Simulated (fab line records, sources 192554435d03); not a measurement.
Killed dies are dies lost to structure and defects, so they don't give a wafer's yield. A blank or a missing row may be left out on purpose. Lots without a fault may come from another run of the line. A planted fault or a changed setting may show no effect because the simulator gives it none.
fab line records | flow n5_finfet
record lots=8 wafers=24 last_day=20
route steps=1938 shown MOL_CONTACT_COAG@548 BEOL_M4@1111 PASSIVATION@1936
lots that met no fault: from a run of the same line without faults
start_h: hours from the record's first day to the start of the lot's first wafer shown | wait_h: hours since the lot's step before | " the same as in the row above | L1.1+2: a row that stands for several wafers | - no value, or no start given | * or withheld: withheld | < > ~ a bound
route shown NAME@n: a module of which the file shows steps, and the number in the route of the first | usual: mean/standard deviation of fault-free wafers | same: alike in all rows | chamber/n: place in a boat | sites: the reading at each site | _std_site: their standard deviation | _edge_site: outer sites' mean less inner sites' | radius_mm: how far each site lies from the wafer's centre | mask NAME#n: copy n | behind: the tool/chamber that last shaped the wafer | hold: why the lot was held/for how many hours/how that ended | device: the transistor (n, p or np) that didn't switch | end of line: the same wafers' tests at the end of the route | a step without rows: its recipe alone | killed: dies lost to structure and defects at the first sort, not the wafer's yield | map: a wafer's dies, x killed, . not, _ none there
set.NAME: the setting as run; set.NAME@STEP: as run at that earlier step | model.NAME: the simulator's own value behind a step, which no gauge read
steps of the route over a sample of lots; a table a step, a row a wafer
services: from which hour (start_h, from the record's first day; less than 0 if before it) a tool's chamber was out of use, for how many hours, and why
## steps
# step N5_MOL_CONTACT_COAG_CO_FILL_22
# recipe material=Co target_thk_a=200 temp_c=200 precursor=CCTBA/H2 pressure_torr=30
# usual heater_power_outer_w=136/6.5 heater_power_w=260/12 susceptor_temp_C=200.00/0.15
# columns lot.wafer tool chamber start_h wait_h heater_power_outer_w heater_power_w susceptor_temp_C
L868.2 cvd_co-02 1 91.18 0.1 134 252 199.84
L868.3 " 0 " " 147 286 200.07
L868.4 " 0 " " 150 282 200.00
L874.2 cvd_co-01 0 128.20 0.1 133 252 200.04
L874.4 " 1 " " 139 265 200.08
L874.6 " 0 " " 132 256 200.18
L876.1 cvd_co-02 2 142.80 0.1 139 243 199.94
L876.4 " 0 " " 149 272 200.03
L876.6 " 2 " " 137 249 199.63
L879.1 cvd_co-01 2 161.96 0.1 131 264 200.11
L879.3 " 1 " " 138 273 200.06
L879.6 " 2 " " 133 260 199.74
L886.1 cvd_co-02 0 198.82 0.1 148 276 200.10
L886.3 " 1 " " 131 252 199.93
L886.6 " 1 " " 128 249 200.11
L887.3 cvd_co-02 1 204.92 0.1 129 253 200.21
L887.5 " 2 " " 139 246 200.12
L887.6 " 0 " " 147 280 200.03
L889.1 cvd_co-01 2 215.12 0.1 127 263 199.97
L889.2 " 1 " " 142 262 199.95
L889.3 " 0 " " 132 251 200.00
L891.3 cvd_co-02 1 227.20 0.1 131 244 199.99
L891.5 " 1 " " 130 248 199.83
L891.6 " 2 " " 141 240 199.99
# step N5_MOL_CONTACT_COAG_ETCH_89
# recipe chemistry=N2/H2 target=underlayer target_depth_a=130 mask_material=CAR-EUV time_s=10.4 ion_energy_ev=200 pressure_mtorr=30 source_w=840 bias_w=150 n2_flow_sccm=200 h2_flow_sccm=200 ends=cleared
# usual drypump_motor_current_A=5.9/0.51 etch_rf_on_time_s=10.37/0.26 oes_product_au=0.64/0.068 rf_vpp_V=524.4/2.9 showerhead_plenum_p_Torr=2.56/0.098 throttle_valve_pct=17.9/0.33
# columns lot.wafer tool chamber start_h wait_h drypump_motor_current_A etch_rf_on_time_s oes_product_au rf_hours_counter_h rf_vpp_V showerhead_plenum_p_Torr throttle_valve_pct
L868.2 rie_diel-02 3 97.87 0.0 6.4 10.15 0.65 149 521.4 2.45 17.6
L868.3 " 1 " " 5.5 10.44 0.64 178 524.2 2.54 18.3
L868.4 " 0 " " 6.1 10.30 0.59 243 520.5 2.40 17.5
L874.2 rie_diel-03 0 135.57 0.0 4.9 10.48 0.58 239 523.0 2.51 17.8
L874.4 " 1 " " 5.9 10.00 0.69 140 527.1 2.66 18.4
L874.6 " 0 " " 4.9 10.42 0.59 - 523.1 2.51 17.8
L876.1 rie_diel-02 2 148.77 0.0 5.2 10.48 0.59 231 522.5 2.49 17.8
L876.4 " 1 " " 5.5 10.77 0.61 200 523.0 2.53 18.3
L876.6 " 2 " " 5.2 10.42 0.59 - 522.5 2.49 17.8
L879.1 rie_diel-02 2 168.36 0.0 5.2 10.25 0.59 239 522.5 2.49 17.9
L879.3 " 1 " " 5.5 10.48 0.62 206 524.1 2.53 18.3
L879.6 " 3 " " 6.4 10.18 0.63 - 520.8 2.44 17.6
L886.1 rie_diel-03 1 206.37 0.0 5.9 9.88 0.67 167 528.3 2.65 18.5
L886.3 " 0 " " 4.9 9.81 0.82 6 522.4 2.50 17.4
L886.6 " 1 " " 6.0 9.72 0.67 - 527.6 2.65 18.4
L887.3 rie_diel-06 3 212.18 0.0 6.8 10.74 0.58 232 526.1 2.62 17.9
L887.5 " 0 " " 5.9 10.63 0.61 - 525.7 2.63 18.1
L887.6 " 3 " " 6.8 10.66 0.59 - 526.0 2.62 17.9
L889.1 rie_diel-03 1 224.35 0.0 6.0 9.90 0.66 175 527.2 2.64 18.5
L889.2 " 0 " " 4.9 10.02 0.80 13 524.4 2.50 17.4
L889.3 " 3 " " 6.1 10.54 0.57 247 519.0 2.40 17.8
L891.3 rie_diel-02 0 235.22 0.0 6.1 9.95 0.78 34 526.5 2.70 17.2
L891.5 " 3 " " 6.3 10.34 0.61 - 519.7 2.43 17.7
L891.6 " 0 " " 6.1 9.99 0.78 - 527.6 2.70 17.2
# step N5_MOL_CONTACT_COAG_ETCH_90
# recipe chemistry=CF4 target=SiARC target_depth_a=130 mask_material=CAR-EUV time_s=21.7 ion_energy_ev=80 pressure_mtorr=40 source_w=545 bias_w=36 Ar_flow_sccm=100 cf4_flow_sccm=100 ends=cleared
# usual cf4_flow_sccm=100.0/0.3 drypump_motor_current_A=5.9/0.5 etch_rf_on_time_s=21.6/0.5 oes_product_au=0.64/0.067 rf_vpp_V=184.3/1.3 showerhead_plenum_p_Torr=2.15/0.079 throttle_valve_pct=15.62/0.28
# columns lot.wafer tool chamber start_h wait_h cf4_flow_sccm drypump_motor_current_A etch_rf_on_time_s oes_product_au rf_hours_counter_h rf_vpp_V showerhead_plenum_p_Torr throttle_valve_pct
L868.2 rie_diel-02 3 97.89 0.0 100.3 6.4 21.4 0.65 149 183.6 2.06 15.35
L868.3 " 1 " " 99.7 5.4 21.9 0.63 178 183.5 2.12 15.88
L868.4 " 0 " " 100.1 6.1 21.6 0.59 243 183.8 2.03 15.39
L874.2 rie_diel-03 0 135.58 0.0 100.0 4.9 21.6 0.59 239 183.3 2.12 15.74
L874.4 " 1 " " 99.8 5.9 20.8 0.69 140 185.5 2.23 16.01
L874.6 " 0 " " 100.0 4.9 21.7 0.59 - 184.0 2.12 15.73
L876.1 rie_diel-02 2 148.79 0.0 100.1 5.1 14.5 0.75 231 185.7 2.13 15.76
L876.4 " 1 " " 99.8 5.5 22.2 0.62 200 185.2 2.11 15.94
L876.6 " 2 " " 100.3 5.2 21.7 0.59 - 183.7 2.13 15.76
L879.1 rie_diel-02 2 168.38 0.0 99.9 5.2 14.7 0.74 239 185.5 2.13 15.78
L879.3 " 1 " " 100.3 5.4 22.3 0.61 206 183.9 2.11 15.96
L879.6 " 3 " " 99.6 6.4 21.6 0.62 - 183.7 2.05 15.39
L886.1 rie_diel-03 1 206.39 0.0 99.9 5.9 20.8 0.66 167 185.4 2.22 16.04
L886.3 " 0 " " 100.6 4.9 20.8 0.82 7 183.8 2.12 15.26
L886.6 " 1 " " 99.5 5.9 20.6 0.67 - 185.0 2.22 16.06
L887.3 rie_diel-06 3 212.20 0.0 100.6 6.8 22.3 0.58 232 185.5 2.21 15.71
L887.5 " 0 " " 99.9 5.9 22.1 0.62 - 185.9 2.20 15.78
L887.6 " 3 " " 100.1 6.7 22.0 0.60 - 185.2 2.21 15.72
L889.1 rie_diel-03 1 224.37 0.0 100.1 5.9 20.7 0.67 175 184.1 2.22 16.07
L889.2 " 0 " " 100.2 4.9 20.7 0.80 14 184.5 2.11 15.27
L889.3 " 3 " " 99.7 6.2 21.6 0.57 247 183.4 2.02 15.61
L891.3 rie_diel-02 0 235.24 0.0 99.5 6.1 21.2 0.78 34 185.7 2.26 15.01
L891.5 " 3 " " 100.0 6.3 21.8 0.60 - 183.1 2.04 15.44
L891.6 " 0 " " 99.6 6.1 21.1 0.78 - 185.4 2.27 15.00
# step N5_MOL_CONTACT_COAG_ETCH_47
# recipe chemistry=CH3F/O2 target=SiNx target_depth_a=270 mask_material=SiO2 stop_on=W over_etch_frac=0.2 ion_energy_ev=120 endpoint=OES-CN pressure_mtorr=30 source_w=395 bias_w=73 Ar_flow_sccm=150 CH3F_flow_sccm=30 O2_flow_sccm=20 ends=end_point
# usual drypump_motor_current_A=5.8/0.52 etch_rf_on_time_s=31.2/0.59 oes_product_au=0.66/0.067 rf_vpp_V=297/5.2 showerhead_plenum_p_Torr=2.00/0.078 throttle_valve_pct=16.37/0.26
# columns lot.wafer tool chamber start_h wait_h drypump_motor_current_A etch_rf_on_time_s oes_product_au rf_hours_counter_h rf_vpp_V showerhead_plenum_p_Torr throttle_valve_pct
L868.2 rie_diel-03 3 98.42 0.0 6.1 31.2 0.63 201 297 1.89 16.26
L868.3 " 1 " " 5.9 30.5 0.72 124 297 2.10 16.76
L868.4 " 3 " " 6.2 31.5 0.62 - 297 1.89 16.25
L874.2 rie_diel-02 1 136.11 0.0 5.5 31.6 0.65 194 294 1.98 16.63
L874.4 " 1 " " 5.5 31.4 0.65 - 295 1.98 16.64
L874.6 " 3 " " 6.4 30.6 0.66 - 293 1.91 16.07
L876.1 rie_diel-02 3 149.31 0.0 6.3 31.0 0.65 169 292 1.91 16.07
L876.4 " 2 " " 5.2 31.1 0.62 231 297 1.98 16.46
L876.6 " 2 " " 5.2 31.5 0.62 - 297 1.99 16.47
L879.1 rie_diel-06 3 168.98 0.0 6.8 31.9 0.62 217 301 2.07 16.37
L879.3 " 1 " " 5.2 31.0 0.63 193 293 2.08 16.43
L879.6 " 0 " " 5.9 31.1 0.66 - 309 2.05 16.37
L886.1 rie_diel-03 3 206.91 0.0 6.1 31.7 0.60 240 297 1.88 16.33
L886.3 " 2 " " 5.7 32.2 0.63 186 285 1.89 16.27
L886.6 " 0 " " 4.9 30.3 0.85 - 296 1.97 15.97
L887.3 rie_diel-06 3 212.75 0.0 6.7 31.3 0.62 232 301 2.06 16.41
L887.5 " 2 " " 6.2 31.6 0.60 - 303 2.05 16.40
L887.6 " 3 " " 6.8 31.6 0.62 - 299 2.06 16.40
L889.1 rie_diel-02 1 224.93 0.0 5.5 31.5 0.63 228 294 1.97 16.71
L889.2 " 0 " " 6.1 30.1 0.82 30 302 2.13 15.81
L889.3 " 3 " " 6.3 30.6 0.64 198 292 1.90 16.13
L891.3 rie_diel-03 0 235.76 0.0 4.9 30.4 0.82 17 295 1.96 15.96
L891.5 " 1 " " 5.9 30.7 0.68 - 296 2.08 16.85
L891.6 " 3 " " 6.2 31.5 0.59 - 296 1.88 16.34
# step N5_BEOL_M4_RC_MEAS_101
# usual DIBL_N=36.3/1.6 DIBL_P=36.4/2.1 IOFF_N=0.16/0.032 IOFF_P=0.22/0.044 ION_N=675/12 ION_P=463/8.3 SS_N=71.6/0.64 SS_P=73.3/0.67 VT_N=250/3.3 VT_P=-250/3.7
# columns lot.wafer tool chamber start_h wait_h DIBL_N[mV/V] DIBL_P[mV/V] IOFF_N[nA/um] IOFF_P[nA/um] ION_N[uA/um] ION_P[uA/um] SS_N[mV/dec] SS_P[mV/dec] VT_N[mV] VT_P[mV]
L868.2 prober-01 0 221.38 0.2 33.9 34.4 0.12 0.18 664 454 70.7 72.0 254 -252
L868.3 " 0 " " 35.8 36.6 0.16 0.21 683 466 71.1 72.7 250 -253
L868.4 " 0 " " 33.8 33.3 0.12 0.17 663 460 71.6 72.3 252 -254
L874.2 prober-01 0 231.91 0.2 35.5 36.4 0.16 0.22 679 465 71.4 73.5 248 -251
L874.4 " 0 " " 35.7 36.0 0.15 0.21 668 457 71.8 72.9 251 -248
L874.6 " 0 " " 34.7 34.5 0.13 0.18 663 451 71.7 73.5 253 -250
L876.1 prober-01 0 254.70 0.0 38.7 39.0 0.20 0.32 664 472 73.3 73.9 248 -242
L876.4 " 0 " " 38.2 39.1 0.18 0.32 683 477 71.7 73.5 249 -244
L876.6 " 0 " " 37.8 37.9 0.18 0.31 686 484 72.3 73.8 247 -240
L879.1 prober-02 0 287.00 0.0 33.7 32.9 0.13 0.20 674 469 71.2 71.8 250 -247
L879.3 " 0 " " 38.6 38.7 0.22 0.29 694 472 72.7 74.4 243 -245
L879.6 " 0 " " 35.6 35.8 0.17 0.26 696 479 71.5 73.3 249 -244
L887.3 prober-02 0 317.36 0.3 34.3 32.5 0.10 0.13 642 435 70.7 72.8 257 -258
L887.5 " 0 " " 34.8 33.8 0.12 0.14 676 460 71.0 73.8 253 -256
L887.6 " 0 " " 33.7 31.3 0.09 0.12 651 442 70.2 71.9 258 -259
L886.1 prober-02 0 323.48 0.0 34.9 35.0 0.14 0.19 666 465 71.3 72.3 251 -251
L886.3 " 0 " " 37.0 37.8 0.18 0.24 681 469 71.4 73.3 246 -247
L886.6 " 0 " " 37.3 37.6 0.18 0.23 685 467 71.3 73.4 244 -249
L889.1 prober-02 0 350.85 0.0 35.6 35.1 0.12 0.18 648 450 71.4 73.4 255 -253
L889.2 " 0 " " 34.9 34.2 0.12 0.17 672 464 70.7 73.2 254 -251
L889.3 " 0 " " 36.8 35.7 0.14 0.19 667 461 70.9 72.4 252 -253
L891.3 prober-01 0 381.41 0.3 35.7 34.9 0.15 0.21 665 459 71.9 72.9 250 -250
L891.5 " 0 " " 37.1 36.6 0.17 0.23 670 462 72.6 73.0 248 -248
L891.6 " 0 " " 35.8 35.0 0.15 0.21 680 463 72.4 72.9 253 -251
# step N5_PASSIVATION_PROBE_49
# usual defect_limited_yield=91.4/1.2 killed_at_M0_to_M3=35/11 killed_at_M4_up=14/6 killed_at_contacts=12/6.7 killed_at_front_end=37/9.7 killed_at_other=3.5/2.5 killed_dies=102/15 killed_open=67/12 killed_short=33/7.3 sort_bin_5_function=5.1/0.81 sort_bin_6_memory=3.2/0.65 sort_bin_8_speed=0.00/0.021 sort_n_pass=1078/15 sort_yield_pct=91.4/1.2
# same gross_dies=1180 killed_at_back_side=0 sort_bin_4_leakage[%]=0
# columns lot.wafer tool chamber start_h wait_h defect_limited_yield[%] killed_at_M0_to_M3 killed_at_M4_up killed_at_contacts killed_at_front_end killed_at_other killed_dies killed_open killed_short sort_bin_5_function[%] sort_bin_6_memory[%] sort_bin_8_speed[%] sort_n_pass sort_yield_pct[%]
L876.1 prober-01 - 372.77 0.0 93.4 16 12 2 46 2 78 50 27 4.0 2.3 0 1102 93.4
L876.4 prober-01 - 372.92 0.2 91.3 36 17 15 35 0 103 70 33 5.8 2.6 0 1077 91.3
L876.6 prober-01 - 373.02 0.3 92.2 36 16 12 24 4 92 57 34 4.4 2.9 0 1088 92.2
# killed by level:class
L876.1 STI_FIN_REVEAL:geometric_particle:open=11 FIN_SAQP:geometric_particle:short=8 FIN_SAQP:geometric_particle:open=5 DUMMY_GATE:geometric_particle:open=5 ILD0:geometric_particle:open=5 BEOL_M1:geometric_particle:open=5 BEOL_M4:geometric_particle:open=4 STI_FIN_REVEAL:geometric_particle:short=3
L876.4 MOL_CONTACT_COAG:geometric_particle:open=14 BEOL_M0_SAQP:geometric_particle:open=13 BEOL_M4:geometric_particle:open=9 FIN_SAQP:geometric_particle:short=7 BEOL_M0_SAQP:geometric_particle:short=6 FIN_SAQP:geometric_particle:open=5 DUMMY_GATE:geometric_particle:open=5 BEOL_M3:geometric_particle:open=4
L876.6 MOL_CONTACT_COAG:geometric_particle:open=10 BEOL_M0_SAQP:geometric_particle:short=10 BEOL_M0_SAQP:geometric_particle:open=6 BEOL_M8:geometric_particle:open=5 STI_FIN_REVEAL:geometric_particle:open=4 BEOL_M0:geometric_particle:open=4 BEOL_M2:geometric_particle:open=4 FIN_SAQP:geometric_particle:short=3
## services
# columns tool chamber start_h hours kind
rie_diel-03 2 77.09 4.3 repair
rie_diel-06 - 79.36 2.8 pm
cvd_co-01 - 92.13 2.8 pm
rie_diel-02 0 115.19 - clean
rie_diel-02 0 115.19 - consumable_replace:focus_ring
rie_diel-02 0 115.19 - consumable_replace:showerhead
rie_diel-02 0 115.19 21.1 scheduled_down
rie_diel-02 0 115.19 21.1 vent_cycle
rie_diel-06 0 119.41 1.3 repair
rie_diel-03 2 127.70 2.8 repair
cvd_co-01 0 129.23 3.9 repair
cvd_co-02 - 161.23 4.8 repair
rie_diel-02 2 187.41 4.7 repair
rie_diel-06 2 204.99 5.7 repair
rie_diel-02 0 209.63 4.7 repair
cvd_co-02 - 209.89 6.7 repair
rie_diel-02 2 215.22 8.0 repair
cvd_co-02 - 216.64 2.8 pm
rie_diel-02 2 223.32 - clean
rie_diel-02 2 223.32 - consumable_replace:focus_ring
rie_diel-02 2 223.32 17.2 scheduled_down
rie_diel-02 2 223.32 17.2 vent_cycle
rie_diel-03 2 232.24 9.5 repair
rie_diel-06 - 234.94 0.5 repair
## key
first_sign step=N5_MOL_CONTACT_COAG_ETCH_90 reading=etch_rf_on_time_s direction=down sigmas=14 usual=* struck=*
effect none on later readings
met_at N5_MOL_CONTACT_COAG_ETCH_90
struck_lots L876,L879
struck_wafers L876.1,L879.1
not_acting_at N5_MOL_CONTACT_COAG_CO_FILL_22,N5_MOL_CONTACT_COAG_ETCH_89,N5_MOL_CONTACT_COAG_ETCH_47
onset_between 97.89 148.79
fault kind=process_parameter_drift tool=rie_diel-02 chamber=- onset_h=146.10 steps=N5_MOL_CONTACT_COAG_ETCH_90 channel=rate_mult offset=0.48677 shape=step end_h=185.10 scope=struck_wafers_only
